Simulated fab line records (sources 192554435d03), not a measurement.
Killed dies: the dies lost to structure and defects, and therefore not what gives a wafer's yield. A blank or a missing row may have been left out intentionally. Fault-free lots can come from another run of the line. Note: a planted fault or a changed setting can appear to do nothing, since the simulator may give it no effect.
Struck lot and sound lot, side by side :: flow n5-finfet :: 19 out of 1938 route steps
Sound: the wafers L615.1, L615.2, L615.5. Wafers struck: L610.1, L610.4, L610.5. The cause comes at the end.
At each step with rows: each side's tool, then ch and its chambers, then its first start. Under that, the readings that differ: sound wafers :: struck wafers :: difference of the means :: sigmas: that difference in standard deviations of wafers without a fault.
alike: same words and numbers on both sides, and readings whose means sit less than 2 such deviations apart. not compared: any withheld reading, any reading some wafer has no value for, any bound like >300 that may hide the same value, and any number with overlapping values for which the record gives no deviation.
The two part at a step that has a row with sigmas, a row that says differs or no value, or rows on one side only. Numbers that have no deviation but don't overlap get no sigmas and don't part them. A reading missing from all wafers of one side parts the sides only when that side holds two or more wafers.

first, 12 steps without rows for these wafers: N5_GATE_CUT_STRIP_42 (strips in O2); N5_GATE_CUT_ETCH_19 (etches SiNx in CH3F/O2, target depth 53.7 nm, time 76.7 s); N5_GATE_CUT_CUT_ETCH_53 (etches W in SF6/Cl2, target depth 79.2 nm); N5_GATE_CUT_CUT_ETCH_54 (etches TiN in Cl2/BCl3, target depth 96.7 nm); N5_GATE_CUT_CUT_ETCH_55 (etches HfO2 in BCl3, target depth 3.2 nm); N5_GATE_CUT_ETCH_47 (etches SiO2 in Cl2/BCl3, target depth 10 nm); N5_GATE_CUT_VAPOR_ETCH_48 (etches TiN in BCl3/Cl2); N5_GATE_CUT_VAPOR_ETCH_49 (etches TiAlC in BCl3/Cl2); N5_GATE_CUT_VAPOR_ETCH_51 (etches HfO2 in BCl3/Cl2); N5_GATE_CUT_STRIP_21 (strips in N2/H2, time 30 s); N5_GATE_CUT_STRIP_29 (strips in post etch residue remover, time 60 s); N5_GATE_CUT_SRD_52 (time 30 s).
N5_GATE_CUT_ALD_22: deposits SiNx, target thk 16 nm, pulse time 1 s, ald cycles 320.
  sound on ald-sin-04 ch 0,1, day 9 02:16; struck on ald-sin-03 ch 1,3, day 7 23:07
  no value came back on the struck wafers for ald-cycles, chamber-pressure-Torr (Torr), heater-power-w (W), precursor-pulse-height-rel; on the sound wafers ald-cycles reads 320 320 320
N5_GATE_CUT_CMP_23: polishes, stops on SiO2, t overpolish 23.4 s, target thk 16 nm.
  sound on cmp-04 ch 1,2,3, day 9 03:47; struck on cmp-04 ch 0,1,2, day 8 00:38
reading: time-to-endpoint-s (s)
sound: 22.5 22.1 23.7
struck: 128.2 124.1 136.2
difference: +106.7
sigmas: +51

reading: model.SiO2_of_GATE_CUT_HM_DEP_46.thk-nm (nm)
sound: 102.6 101.8 104
struck: 15.6 16 16.2
difference: -86.9
sigmas: 
  alike: edge-zone-pressure-frac, motor-current-A, slurry-flow-ml-min
  not compared: pad-life-wafers
N5_GATE_CUT_THK_MEAS_24:
  sound on film-metro-01, day 9 04:02; struck on film-metro-02, day 8 00:53
reading: GC_FILL_THK (nm)
sound: 218.7 217.7 219.7
struck: 132.1 131.7 132.3
difference: -86.7
sigmas: -46
then, 1 step without rows for these wafers: N5_GATE_CUT_CMP_43 (polishes SiO2).
N5_GATE_CUT_CMP_61: polishes, stops on SiNx, t overpolish 3 s.
  sound on cmp-04 ch 1,3, day 9 04:33; struck on cmp-01 ch 0,1, day 8 01:24
reading: model.SiO2_of_GATE_CUT_HM_DEP_46.thk-nm (nm)
sound: 0 0 0
struck: 3.6 3.4 2.8
difference: +3.3
sigmas: 
  alike: edge-zone-pressure-frac, motor-current-A, slurry-flow-ml-min
  not compared: pad-life-wafers
N5_BEOL_M4_RC_MEAS_101:
  the record has rows for the sound wafers here (prober-01 ch 0, day 12 18:41) and none for the struck ones
-- a jump in the record: the struck wafers' starts before and after are 7 days apart (it breaks off in module BEOL_M4 and resumes in module PASSIVATION, where the first step shown is number 1936 of the route) --
N5_PASSIVATION_PROBE_49:
  only the struck wafers here have rows in the record (prober-01, day 15 11:41); the sound ones have none

## WHERE THEY PART
At N5_GATE_CUT_ALD_22 first; at N5_PASSIVATION_PROBE_49 last (within this record only).

WHY: the cause the simulator had injected
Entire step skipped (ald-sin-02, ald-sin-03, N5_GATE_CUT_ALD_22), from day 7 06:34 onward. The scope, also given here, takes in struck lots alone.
